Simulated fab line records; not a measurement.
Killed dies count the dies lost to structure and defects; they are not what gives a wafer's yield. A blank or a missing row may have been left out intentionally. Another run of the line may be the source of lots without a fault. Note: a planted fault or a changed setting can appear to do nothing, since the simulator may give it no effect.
fab line records	flow n5-finfet
[record] lots = 7	wafers = 21
route steps=1938 shown DUMMY_GATE@228 SD_EPI_P@295 SDB@349 HKMG_FIN@424 GATE_CUT@469
start-h: hours from the record's first day to the start of the lot's first wafer shown	wait-h: hours elapsed since this lot's preceding step	" as in the row above	L1.1+2: several wafers, shown together as one row	- no value, or no start given	* or withheld: withheld	< > ~ a bound
route shown NAME@n: names a module that has steps shown in the file, with the first one's number in the route	usual: the fault-free wafers' mean and standard deviation	same: alike in all rows	chamber/n: place in a boat	sites: the reading at each site	_std_site: their standard deviation	_edge_site: outer sites' mean less inner sites'	radius-mm: how far each site lies from the wafer's centre	mask NAME#n: copy n	behind: tool/chamber where the wafer was last shaped	hold: why the lot went on hold/how many hours it stayed there/how the hold came to an end	device: names the non-switching transistor (n, p or np)	end of line: the same wafers' tests at the end of the route	a step given without rows: its recipe and nothing more	killed: dies that structure and defects cost at the first sort, which is not the same as the wafer's yield	map: a wafer's dies, x killed, . not, _ none there
set.NAME: the setting the step ran with; set.NAME@STEP: the setting that earlier step ran with	model.NAME: the simulator's own value behind a step, which no gauge read
one table per step and one row per wafer, for lots whose settings were changed on purpose
[[steps]]
[step N5_DUMMY_GATE_EXPOSE_12]
[recipe] mask-id = GATE	na = 0.33	source-shape = annular	sigma-inner = 0.2	sigma-outer = 0.6	polarization = unpolarized	target-cd-nm = 25	dose-mj = 34
lot.wafer	tool	chamber	start-h	wait-h	mask	set.dose-mj
L083.3+4	euv-scanner-02	0	99.36	-	GATE#0	34
L083.6	"	0	"	"	GATE#0	32.03
L089.2	euv-scanner-02	0	140.87	-	GATE#0	34.79
L089.5+6	"	0	"	"	GATE#0	34
L090.1+2+6	euv-scanner-02	0	141.12	-	GATE#0	34
L091.2+4+5	euv-scanner-02	0	150.63	-	GATE#0	34
L092.1	euv-scanner-02	0	153.70	-	GATE#0	31.67
L092.3+5	"	0	"	"	GATE#0	34
L094.2	euv-scanner-02	0	165.60	-	GATE#0	33.25
L094.4+6	"	0	"	"	GATE#0	34
L097.1+2+4	euv-scanner-01	0	182.89	-	GATE#0	34
[step N5_DUMMY_GATE_PEB_13]
[recipe] peb-temp-c = 100	peb-time-s = 60	resist = CAR-EUV
[step N5_DUMMY_GATE_DEVELOP_14]
[recipe] develop-time-s = 30	developer = TMAH	resist = CAR-EUV	rinse-liquid = surfactant-rinse	dry = air-spin	dev-temp-c = 23
[step N5_DUMMY_GATE_CD_MEAS_15]
[recipe] target-cd-nm = 25.8	landing-energy-ev = 500	detector = se-inlens
[usual] cd-nm = 24.96/0.23
lot.wafer	tool	chamber	start-h	wait-h	set.dose-mj@DUMMY_GATE_EXPOSE_12	cd-nm
L083.3	cd-sem-01	0	99.48	-	34	24.49
L083.4	"	0	"	"	34	24.86
L083.6	"	0	"	"	32.03	26.14
L089.2	cd-sem-02	0	140.99	-	34.79	24.39
L089.5	"	0	"	"	34	24.59
L089.6	"	0	"	"	34	25.17
L090.1	cd-sem-01	0	141.25	-	34	24.72
L090.2	"	0	"	"	34	24.82
L090.6	"	0	"	"	34	25.05
L091.2	cd-sem-03	0	150.76	-	34	24.74
L091.4	"	0	"	"	34	24.96
L091.5	"	0	"	"	34	24.99
L092.1	cd-sem-01	0	153.82	-	31.67	26.47
L092.3	"	0	"	"	34	24.94
L092.5	"	0	"	"	34	25.09
L094.2	cd-sem-02	0	165.72	-	33.25	25.25
L094.4	"	0	"	"	34	24.96
L094.6	"	0	"	"	34	24.83
L097.1	cd-sem-03	0	183.02	-	34	24.51
L097.2	"	0	"	"	34	24.80
L097.4	"	0	"	"	34	25.09
[step N5_DUMMY_GATE_STRIP_38]
[recipe] chemistry = N2/H2	temp-c = 40	n2-flow-sccm = 200	h2-flow-sccm = 200	rf-frequency-hz = 6e+07
[step N5_DUMMY_GATE_STRIP_39]
[recipe] chemistry = N2/H2	temp-c = 40	n2-flow-sccm = 200	h2-flow-sccm = 200	rf-frequency-hz = 6e+07
[step N5_DUMMY_GATE_TRIM_49]
[recipe] chemistry = O2	resist = SOC	time-s = 29	target-cd-nm = 14	source-power-w = 300	bias-power-w = 0	O2_flow_sccm = 100	temp-c = 20
lot.wafer	tool	chamber	start-h	wait-h	set.dose-mj@DUMMY_GATE_EXPOSE_12	model.DUMMY_GATE.cd-nm
L083.3	rie-si-03	2	99.92	0.0	34	14.2
L083.4	"	3	"	"	34	13.8
L083.6	"	2	"	"	32.03	14.8
L089.2	rie-si-06	3	141.39	0.0	34.79	13.8
L089.5	"	0	"	"	34	14
L089.6	"	3	"	"	34	14.4
L090.1+6	rie-si-03	1,0	141.61	0.0	34	14.4
L090.2	"	3	"	"	34	14.2
L091.2+5	rie-si-06	2	151.26	0.0	34	14
L091.4	"	0	"	"	34	14.2
L092.1	rie-si-06	3	154.18	0.0	31.67	15.8
L092.3+5	"	2,3	"	"	34	14.2
L094.2	rie-si-01	2	166.28	0.0	33.25	14.4
L094.4	"	1	"	"	34	14
L094.6	"	0	"	"	34	13.8
L097.1	rie-si-06	0	183.37	0.0	34	13.8
L097.2	"	1	"	"	34	13.4
L097.4	"	2	"	"	34	14.2
[step N5_SD_EPI_P_COAT_34]
[recipe] resist = SOC	temp-c = 250	time-s = 60	spin-rpm = 1500	resist-thk-nm = 350
lot.wafer	tool	chamber	start-h	wait-h	set.spin-rpm	model.SOC_of_SD_EPI_P_COAT_34.thk-nm
L083.3	litho-track-01	0	106.30	0.0	1500	349.4
L083.4	"	0	"	"	1430	358.6
L083.6	"	0	"	"	1430	360
L089.2	litho-track-01	0	147.52	0.0	1500	348.4
L089.5	"	0	"	"	1500	348
L089.6	"	0	"	"	1614	335.8
L090.1	litho-track-01	0	148.90	0.0	1500	350
L090.2	"	0	"	"	1500	349.6
L090.6	"	0	"	"	1500	349
L091.2+4	litho-track-01	0	157.28	0.0	1500	348
L091.5	"	0	"	"	1500	348.6
L092.1	litho-track-04	0	161.39	0.0	1500	349.8
L092.3	"	0	"	"	1500	349.2
L092.5	"	0	"	"	1344	368.4
L094.2+6	litho-track-03	0	173.78	0.0	1500	349.8
L094.4	"	0	"	"	1500	348.6
L097.1	litho-track-04	0	191.44	0.0	1500	349.8
L097.2	"	0	"	"	1617	337
L097.4	"	0	"	"	1500	350.4
[step N5_SD_EPI_P_EXPOSE_06]
[recipe] mask-id = SD_P_BLK	na = 1.35	source-shape = conventional	sigma-outer = 0.8	polarization = unpolarized	target-cd-nm = 240	dose-mj = 39.5
lot.wafer	tool	chamber	start-h	wait-h	mask	set.dose-mj
L083.3+4+6	arfi-scanner-01	0	106.55	-	SD_P_BLK#0	37.02
L089.2+5+6	arfi-scanner-01	0	147.77	-	SD_P_BLK#0	39.5
L090.1+2+6	arfi-scanner-03	0	149.14	-	SD_P_BLK#0	39.5
L091.2+4	arfi-scanner-01	0	157.52	-	SD_P_BLK#0	41.95
L091.5	"	0	"	"	SD_P_BLK#0	39.5
L092.1	arfi-scanner-03	0	161.63	-	SD_P_BLK#0	41.48
L092.3+5	"	0	"	"	SD_P_BLK#0	39.5
L094.2+6	arfi-scanner-03	0	174.03	-	SD_P_BLK#0	39.5
L094.4	"	0	"	"	SD_P_BLK#0	38.16
L097.1+2+4	arfi-scanner-01	0	191.69	-	SD_P_BLK#0	39.5
[step N5_SD_EPI_P_PEB_07]
[recipe] peb-temp-c = 110	peb-time-s = 60	resist = CAR-ArF-block
[step N5_SD_EPI_P_DEVELOP_08]
[recipe] develop-time-s = 30	developer = TMAH	resist = CAR-ArF-block	dev-temp-c = 23	rinse-liquid = diw	dry = air-spin
[step N5_SD_EPI_P_CD_MEAS_09]
[recipe] target-cd-nm = 240	landing-energy-ev = 500	detector = se-inlens
[usual] cd-nm = 240.2/0.69
lot.wafer	tool	chamber	start-h	wait-h	set.dose-mj@SD_EPI_P_EXPOSE_06	cd-nm
L083.3	cd-sem-03	0	106.67	-	37.02	236.6
L083.4	"	0	"	"	37.02	235.5
L083.6	"	0	"	"	37.02	236.3
L089.2	cd-sem-02	0	147.89	-	39.5	240.1
L089.5	"	0	"	"	39.5	241.4
L089.6	"	0	"	"	39.5	241.6
L090.1	cd-sem-01	0	149.27	-	39.5	240.7
L090.2	"	0	"	"	39.5	239.4
L090.6	"	0	"	"	39.5	241.5
L091.2	cd-sem-01	0	157.64	-	41.95	245.1
L091.4	"	0	"	"	41.95	244.6
L091.5	"	0	"	"	39.5	241.3
L092.1	cd-sem-03	0	161.75	-	41.48	243.4
L092.3	"	0	"	"	39.5	240.1
L092.5	"	0	"	"	39.5	241.0
L094.2	cd-sem-02	0	174.15	-	39.5	239.2
L094.4	"	0	"	"	38.16	238.2
L094.6	"	0	"	"	39.5	240.1
L097.1	cd-sem-03	0	191.81	-	39.5	240.2
L097.2	"	0	"	"	39.5	240.4
L097.4	"	0	"	"	39.5	240.6
[step N5_SD_EPI_P_DESCUM_14]
[recipe] chemistry = O2	time-s = 7.9	source-power-w = 50	bias-power-w = 20	pressure-mtorr = 20	rf-frequency-hz = 2.712e+07	temp-c = 40	resist = CAR-ArF-block	o2-flow-sccm = 225
lot.wafer	tool	chamber	start-h	wait-h	set.dose-mj@SD_EPI_P_EXPOSE_06	model.SD_EPI_P.cd-nm
L083.3	rie-diel-01	3	106.97	0.3	37.02	236.6
L083.4	"	2	"	"	37.02	235.6
L083.6	"	0	"	"	37.02	236.4
L089.2	rie-diel-04	2	147.97	0.0	39.5	240.2
L089.5	"	1	"	"	39.5	241.2
L089.6	"	0	"	"	39.5	241.8
L090.1	rie-diel-04	3	149.36	0.0	39.5	240.8
L090.2	"	0	"	"	39.5	239.4
L090.6	"	0	"	"	39.5	241.2
L091.2	rie-diel-04	0	157.73	0.0	41.95	245
L091.4	"	2	"	"	41.95	244.6
L091.5	"	0	"	"	39.5	240.8
L092.1	rie-diel-01	1	161.84	0.0	41.48	243.4
L092.3	"	0	"	"	39.5	239.8
L092.5	"	2	"	"	39.5	241
L094.2	rie-diel-04	1	174.23	0.0	39.5	239.2
L094.4	"	0	"	"	38.16	238.4
L094.6	"	0	"	"	39.5	240
L097.1+2+4	rie-diel-04	2,3,1	191.90	0.0	39.5	240.6
[step N5_SDB_COAT_04]
[recipe] resist = SiARC	temp-c = 220	time-s = 60	spin-rpm = 1500	resist-thk-nm = 18
lot.wafer	tool	chamber	start-h	wait-h	set.spin-rpm	model.SiARC_of_SDB_COAT_04.thk-nm
L083.3+4+6	litho-track-05	0	-	-	1500	18.2
L089.2+5+6	litho-track-03	0	-	-	1500	18
L090.1+6	litho-track-02	0	-	-	1500	18
L090.2	"	0	"	"	1500	17.8
L091.2	litho-track-03	0	-	-	1500	18
L091.4+5	"	0	"	"	1632	17.2
L092.1+5	litho-track-02	0	-	-	1500	18
L092.3	"	0	"	"	1598	17.4
L094.2+4+6	litho-track-03	0	-	-	1500	18
L097.1	litho-track-03	0	-	-	1500	18.2
L097.2+4	"	0	"	"	1590	17.6
[step N5_SDB_COAT_05]
[recipe] resist = CAR-ArF	spin-rpm = 1500	resist-thk-nm = 90
[step N5_SDB_EBR_07]
[recipe] solvent = PGMEA	ebr-width-mm = 1.5
[step N5_SDB_DESCUM_16]
[recipe] chemistry = O2	time-s = 7.9	source-power-w = 50	bias-power-w = 20	pressure-mtorr = 20	rf-frequency-hz = 2.712e+07	temp-c = 40	resist = CAR-ArF	o2-flow-sccm = 225
[step N5_SDB_ETCH_17]
[recipe] chemistry = CF4	target = SiARC	target-depth-a = 234	mask-material = CAR-ArF	time-s = 39	ion-energy-ev = 80	pressure-mtorr = 40	source-w = 545	bias-w = 36	Ar_flow_sccm = 100	cf4-flow-sccm = 100	ends = cleared
lot.wafer	tool	chamber	start-h	wait-h	set.spin-rpm@SDB_COAT_04	model.etch.depth-nm
L083.3	rie-diel-02	3	118.20	0.0	1500	18.12
L083.4	"	2	"	"	1500	18.17
L083.6	"	2	"	"	1500	18.15
L089.2+6	rie-diel-06	2,0	159.37	0.0	1500	17.95
L089.5	"	2	"	"	1500	17.93
L090.1	rie-diel-02	2	161.75	0.0	1500	17.98
L090.2	"	1	"	"	1500	17.88
L090.6	"	0	"	"	1500	17.99
L091.2	rie-diel-06	0	169.76	0.0	1500	17.95
L091.4	"	2	"	"	1632	17.16
L091.5	"	3	"	"	1632	17.25
L092.1	rie-diel-05	3	174.72	0.0	1500	17.96
L092.3	"	0	"	"	1598	17.39
L092.5	"	3	"	"	1500	17.97
L094.2	rie-diel-02	0	186.68	0.0	1500	18.08
L094.4	"	3	"	"	1500	17.98
L094.6	"	3	"	"	1500	17.94
L097.1	rie-diel-06	3	204.93	0.0	1500	18.12
L097.2	"	1	"	"	1590	17.55
L097.4	"	2	"	"	1590	17.59
[step N5_SDB_ETCH_18]
[recipe] chemistry = N2/H2	target = SOC	target-depth-a = 1000	overetch-a = 200	mask-material = SiARC	temp-c = 40	time-s = 150	ion-energy-ev = 200	pressure-mtorr = 30	source-w = 840	bias-w = 150	n2-flow-sccm = 200	h2-flow-sccm = 200
lot.wafer	tool	chamber	start-h	wait-h	set.spin-rpm@SDB_COAT_04	model.SiARC_of_SDB_COAT_04.thk-nm
L083.3	rie-diel-02	3	118.23	0.0	1500	12.8
L083.4+6	"	2	"	"	1500	13
L089.2+5+6	rie-diel-06	2,2,0	159.40	0.0	1500	12.6
L090.1	rie-diel-02	2	161.78	0.0	1500	12.8
L090.2+6	"	1,0	"	"	1500	12.6
L091.2	rie-diel-06	0	169.80	0.0	1500	12.6
L091.4	"	2	"	"	1632	12
L091.5	"	3	"	"	1632	12.2
L092.1+5	rie-diel-05	3	174.75	0.0	1500	13
L092.3	"	0	"	"	1598	12.2
L094.2+4	rie-diel-02	0,3	186.72	0.0	1500	12.6
L094.6	"	3	"	"	1500	12.4
L097.1	rie-diel-06	3	204.97	0.0	1500	13.2
L097.2+4	"	1,2	"	"	1590	12.4
[step N5_HKMG_FIN_COAT_06]
[recipe] resist = CAR-ArF	spin-rpm = 1500	resist-thk-nm = 90
lot.wafer	tool	chamber	start-h	wait-h	set.spin-rpm	model.CAR-ArF_of_HKMG_FIN_COAT_06.thk-nm
L083.3+4	litho-track-02	0	-	-	1500	89.8
L083.6	"	0	"	"	1500	90
L089.2	litho-track-01	0	-	-	1561	88.4
L089.5	"	0	"	"	1500	90.2
L089.6	"	0	"	"	1500	90
L090.1+2+6	litho-track-04	0	-	-	1500	90.2
L091.2	litho-track-02	0	-	-	1500	90
L091.4	"	0	"	"	1560	88.6
L091.5	"	0	"	"	1560	88.2
L092.1	litho-track-01	0	-	-	1500	89.8
L092.3	"	0	"	"	1563	87.8
L092.5	"	0	"	"	1563	88
L094.2+6	litho-track-01	0	-	-	1500	90.2
L094.4	"	0	"	"	1500	90.4
L097.1	litho-track-02	0	-	-	1500	90.4
L097.2	"	0	"	"	1500	90.2
L097.4	"	0	"	"	1500	90
[step N5_HKMG_FIN_EBR_08]
[recipe] solvent = PGMEA	ebr-width-mm = 1.5
[step N5_HKMG_FIN_SOFTBAKE_07]
[recipe] temp-c = 110	time-s = 60	resist = CAR-ArF
[step N5_HKMG_FIN_EXPOSE_09]
[recipe] mask-id = NWFM	na = 1.35	source-shape = conventional	sigma-outer = 0.8	polarization = unpolarized	dose-mj = 39.25
[step N5_HKMG_FIN_PEB_10]
[recipe] peb-temp-c = withheld	peb-time-s = 60	resist = CAR-ArF
[step N5_HKMG_FIN_DEVELOP_11]
[recipe] develop-time-s = 30	developer = TMAH	resist = CAR-ArF	dev-temp-c = 23	rinse-liquid = diw	dry = air-spin
lot.wafer	tool	chamber	start-h	wait-h	set.spin-rpm@HKMG_FIN_COAT_06	model.CAR-ArF_of_HKMG_FIN_COAT_06.thk-nm
L083.3	litho-track-01	0	-	-	1500	88
L083.4+6	"	0	"	"	1500	88.2
L089.2	litho-track-01	0	-	-	1561	86.6
L089.5+6	"	0	"	"	1500	88.4
L090.1	litho-track-02	0	-	-	1500	88.6
L090.2+6	"	0	"	"	1500	88.4
L091.2	litho-track-02	0	-	-	1500	88.4
L091.4	"	0	"	"	1560	87
L091.5	"	0	"	"	1560	86.6
L092.1	litho-track-01	0	-	-	1500	88.2
L092.3+5	"	0	"	"	1563	86.2
L094.2	litho-track-02	0	-	-	1500	88.4
L094.4+6	"	0	"	"	1500	88.6
L097.1	litho-track-01	0	-	-	1500	88.8
L097.2	"	0	"	"	1500	88.6
L097.4	"	0	"	"	1500	88.4
[step N5_HKMG_FIN_DESCUM_17]
[recipe] chemistry = O2	time-s = 7.9	source-power-w = 50	bias-power-w = 20	pressure-mtorr = 20	rf-frequency-hz = 2.712e+07	temp-c = 40	resist = CAR-ArF	o2-flow-sccm = 225
lot.wafer	tool	chamber	start-h	wait-h	set.spin-rpm@HKMG_FIN_COAT_06	model.CAR-ArF_of_HKMG_FIN_COAT_06.thk-nm
L083.3+4	rie-diel-02	1,3	127.57	0.0	1500	83.2
L083.6	"	2	"	"	1500	83.4
L089.2	rie-diel-05	0	168.29	0.1	1561	81.8
L089.5	"	3	"	"	1500	83.8
L089.6	"	0	"	"	1500	83.6
L090.1	rie-diel-05	2	171.13	0.1	1500	83.8
L090.2+6	"	0,2	"	"	1500	83.6
L091.2	rie-diel-06	3	178.80	0.1	1500	83.6
L091.4	"	0	"	"	1560	82
L091.5	"	3	"	"	1560	81.6
L092.1	rie-diel-05	3	184.18	0.0	1500	83.4
L092.3+5	"	2,0	"	"	1563	81.4
L094.2+6	rie-diel-05	0,2	196.22	0.3	1500	83.6
L094.4	"	0	"	"	1500	83.8
L097.1	rie-diel-06	3	214.88	0.3	1500	83.8
L097.2	"	1	"	"	1500	83.6
L097.4	"	2	"	"	1500	83.4
[step N5_HKMG_FIN_ETCH_31]
[recipe] chemistry = CF4	target = SiARC	target-depth-a = 455	mask-material = CAR-ArF	time-s = 75.8	ion-energy-ev = 80	pressure-mtorr = 40	source-w = 545	bias-w = 36	Ar_flow_sccm = 100	cf4-flow-sccm = 100	ends = cleared
[usual] rf-vpp-V = 183.6/1.1
lot.wafer	tool	chamber	start-h	wait-h	set.bias-w	set.spin-rpm@HKMG_FIN_COAT_06	rf-vpp-V	model.CAR-ArF_of_HKMG_FIN_COAT_06.thk-nm
L083.3	rie-diel-02	1	127.60	0.0	36	1500	182.0	50.6
L083.4	"	3	"	"	40.21	1500	197.3	50.8
L083.6	"	2	"	"	36	1500	183.8	51
L089.2	rie-diel-05	0	168.32	0.0	34.07	1561	176.5	49
L089.5	"	3	"	"	36	1500	183.7	51.2
L089.6	"	0	"	"	34.07	1500	175.6	51
L090.1	rie-diel-05	2	171.17	0.0	36	1500	182.9	51.2
L090.2	"	0	"	"	36	1500	182.6	50.8
L090.6	"	2	"	"	36	1500	183.6	51
L091.2	rie-diel-06	3	178.83	0.0	36	1500	184.2	51
L091.4	"	0	"	"	36	1560	182.9	49.4
L091.5	"	3	"	"	36	1560	184.6	49
L092.1	rie-diel-05	3	184.21	0.0	42.44	1500	205.9	50.8
L092.3	"	2	"	"	42.44	1563	204.4	48.6
L092.5	"	0	"	"	42.44	1563	203.8	49
L094.2	rie-diel-05	0	196.25	0.0	36	1500	184.5	51
L094.4	"	0	"	"	36	1500	182.6	51.2
L094.6	"	2	"	"	36	1500	184.5	51
L097.1	rie-diel-06	3	214.91	0.0	38.22	1500	193.4	51.4
L097.2	"	1	"	"	36	1500	186.2	51.2
L097.4	"	2	"	"	36	1500	183.2	51
[step N5_GATE_CUT_ETCH_58]
[recipe] chemistry = CH3F/O2	target = SiNx	target-depth-a = 170	time-s = 128.6	ion-energy-ev = 50	pressure-mtorr = 30	source-w = 415	bias-w = 21	Ar_flow_sccm = 150	CH3F_flow_sccm = 30	O2_flow_sccm = 20
[usual] rf-vpp-V = 99.1/0.81
lot.wafer	tool	chamber	start-h	wait-h	set.source-w	rf-vpp-V
L083.3	rie-diel-03	0	132.59	0.3	415	98.9
L083.4	"	0	"	"	476.2	94.9
L083.6	"	3	"	"	476.2	94.1
L089.2	rie-diel-03	1	173.34	0.0	415	98.8
L089.5	"	3	"	"	415	100.0
L089.6	"	0	"	"	415	99.1
L090.1	rie-diel-04	1	175.86	0.0	415	98.7
L090.2	"	0	"	"	415	99.9
L090.6	"	3	"	"	415	99.9
L091.2	rie-diel-04	1	183.99	0.0	415	97.9
L091.4	"	2	"	"	415	99.8
L091.5	"	0	"	"	488.5	94.4
L092.1	rie-diel-01	1	189.03	0.0	415	98.7
L092.3	"	0	"	"	415	99.4
L092.5	"	0	"	"	415	98.8
L094.2	rie-diel-03	2	201.01	0.0	374.5	101.3
L094.4	"	1	"	"	374.5	102.2
L094.6	"	0	"	"	415	100.7
L097.1	rie-diel-04	3	219.95	0.1	445.5	95.1
L097.2	"	0	"	"	415	99.5
L097.4	"	1	"	"	445.5	96.9
[[key]]
[split] step = N5_DUMMY_GATE_EXPOSE_12	setting = dose-mj	stated = 34	by = wafer
[response] step = N5_DUMMY_GATE_CD_MEAS_15	reading = cd-nm	change = -0.224	per = 1%	r = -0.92
[response] step = N5_DUMMY_GATE_TRIM_49	reading = model.DUMMY_GATE.cd-nm	change = -0.194	per = 1%	r = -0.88
[split] step = N5_SD_EPI_P_COAT_34	setting = spin-rpm	stated = 1500	by = wafer
[response] step = N5_SD_EPI_P_COAT_34	reading = model.SOC_of_SD_EPI_P_COAT_34.thk-nm	change = -1.77	per = 1%	r = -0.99
[split] step = N5_SD_EPI_P_EXPOSE_06	setting = dose-mj	stated = 39.5	by = wafer
[response] step = N5_SD_EPI_P_CD_MEAS_09	reading = cd-nm	change = +0.545	per = 1%	r = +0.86
[response] step = N5_SD_EPI_P_DESCUM_14	reading = model.SD_EPI_P.cd-nm	change = +0.585	per = 1%	r = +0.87
[split] step = N5_SDB_COAT_04	setting = spin-rpm	stated = 1500	by = wafer
[response] step = N5_SDB_COAT_04	reading = model.SiARC_of_SDB_COAT_04.thk-nm	change = -0.0933	per = 1%	r = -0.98
[response] step = N5_SDB_ETCH_17	reading = model.etch.depth-nm	change = -0.087	per = 1%	r = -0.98
[response] step = N5_SDB_ETCH_18	reading = model.SiARC_of_SDB_COAT_04.thk-nm	change = -0.0924	per = 1%	r = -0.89
[split] step = N5_HKMG_FIN_COAT_06	setting = spin-rpm	stated = 1500	by = wafer
[response] step = N5_HKMG_FIN_COAT_06	reading = model.CAR-ArF_of_HKMG_FIN_COAT_06.thk-nm	change = -0.424	per = 1%	r = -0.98
[response] step = N5_HKMG_FIN_DEVELOP_11	reading = model.CAR-ArF_of_HKMG_FIN_COAT_06.thk-nm	change = -0.441	per = 1%	r = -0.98
[response] step = N5_HKMG_FIN_DESCUM_17	reading = model.CAR-ArF_of_HKMG_FIN_COAT_06.thk-nm	change = -0.465	per = 1%	r = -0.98
[response] step = N5_HKMG_FIN_ETCH_31	reading = model.CAR-ArF_of_HKMG_FIN_COAT_06.thk-nm	change = -0.481	per = 1%	r = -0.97
[split] step = N5_HKMG_FIN_ETCH_31	setting = bias-w	stated = 36	by = wafer
[response] step = N5_HKMG_FIN_ETCH_31	reading = rf-vpp-V	change = +1.3	per = 1%	r = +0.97
[split] step = N5_GATE_CUT_ETCH_58	setting = source-w	stated = 415	by = wafer
[response] step = N5_GATE_CUT_ETCH_58	reading = rf-vpp-V	change = -0.265	per = 1%	r = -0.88
